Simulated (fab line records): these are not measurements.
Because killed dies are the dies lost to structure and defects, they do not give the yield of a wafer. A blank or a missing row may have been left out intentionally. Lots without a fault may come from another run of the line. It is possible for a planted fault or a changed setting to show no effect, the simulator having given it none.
2 desks looking at one fault | flow n5 finfet | numbers are kept per desk, each desk with only its own; the story behind them comes last

== THE TOOL OWNER'S DESK: rie diel-02 ==
The tool's own readings at N5_BEOL_M1_ETCH_77 (etches underlayer in N2/H2, target depth 6.5 nm, time 5.2 s): means of the sampled wafers that have a number, for each lot that ran on this tool. Marked OUT: a lot whose mean sits more than 4 standard deviations from the usual mean, which makes it out of limits; the brackets give that distance.
Columns: A = drypump motor current A at N5_BEOL_M1_ETCH_77, usual 5.9 A; B = etch rf on time s at N5_BEOL_M1_ETCH_77, usual 5.25 s; C = oes product au at N5_BEOL_M1_ETCH_77, usual 0.68 a.u.; D = rf vpp V at N5_BEOL_M1_ETCH_77, usual 523.6 V; E = showerhead plenum p Torr at N5_BEOL_M1_ETCH_77, usual 2.54 Torr; F = throttle valve pct at N5_BEOL_M1_ETCH_77, usual 17.91 %
lot  | first seen here | A   | B    | C    | D     | E    | F
L249 | day 7 00:42     | 5.7 | 5.36 | 0.72 | 523.6 | 2.53 | 17.87
L251 | day 7 05:31     | 5.9 | 5.33 | 0.68 | 523.0 | 2.52 | 17.99
L252 | day 7 10:07     | 6.3 | 5.26 | 0.62 | 521.6 | 2.45 | 18.05
L257 | day 8 09:46     | 5.7 | 5.36 | 0.72 | 524.3 | 2.58 | 17.92
L262 | day 9 19:54     | 5.9 | 4.67 | 0.80 | 525.6 | 2.59 | 17.78
L268 | day 11 07:01    | 5.6 | 4.73 | 0.74 | 525.0 | 2.56 | 18.04
Result from this desk: across the 6 lots, nothing is out of limits.

== AT THE METROLOGY DESK ==
What the gauges read for every lot (on any tool): the sampled wafers with a number, averaged. Marked OUT: a lot whose mean sits more than 4 standard deviations from the usual mean, which makes it out of limits; the brackets give that distance. Readings shown: 7 of its 11, picked as those furthest out on some lot.
Columns: A = cd nm at N5_BEOL_M1_CD_MEAS_18, usual 18.1 nm; B = DIBL_N at N5_BEOL_M4_RC_MEAS_101, usual 37.1 mV/V; C = IOFF_P at N5_BEOL_M4_RC_MEAS_101, usual 0.22 nA/um; D = ION_P at N5_BEOL_M4_RC_MEAS_101, usual 464 uA/um; E = SS_P at N5_BEOL_M4_RC_MEAS_101, usual 73.6 mV/dec; F = VT_N at N5_BEOL_M4_RC_MEAS_101, usual 248.9 mV; G = VT_P at N5_BEOL_M4_RC_MEAS_101, usual -251 mV
lot  | first seen here | A    | B    | C    | D   | E    | F     | G
L249 | day 7 00:06     | 17.6 | 35.9 | 0.24 | 468 | 73.7 | 248.2 | -246
L251 | day 7 04:31     | 17.9 | 36.2 | 0.20 | 461 | 73.4 | 248.5 | -253
L252 | day 7 09:17     | 18.7 | 36.3 | 0.25 | 469 | 73.6 | 247.5 | -247
L254 | day 7 15:01     | 18.5 | 37.8 | 0.20 | 459 | 73.7 | 250.7 | -253
L255 | day 7 20:50     | 18.3 | 37.8 | 0.29 | 475 | 73.8 | 245.7 | -245
L257 | day 8 09:17     | 17.8 | 36.2 | 0.21 | 467 | 73.3 | 249.9 | -251
L262 | day 9 19:17     | 18.3 | 37.5 | 0.17 | 456 | 72.8 | 249.7 | -256
L268 | day 11 06:27    | 18.6 | 36.7 | 0.21 | 466 | 73.2 | 250.6 | -250
L270 | day 11 23:41    | 18.2 | 39.2 | 0.23 | 462 | 74.1 | 249.3 | -248
Result from this desk: across the 9 lots, nothing is out of limits.

== ALL TOGETHER ==
Nothing out of limits was seen by the tool owner's desk.
From the metrology desk's view, nothing was out of limits.

== WHAT THE SIMULATOR HAD INSERTED ==
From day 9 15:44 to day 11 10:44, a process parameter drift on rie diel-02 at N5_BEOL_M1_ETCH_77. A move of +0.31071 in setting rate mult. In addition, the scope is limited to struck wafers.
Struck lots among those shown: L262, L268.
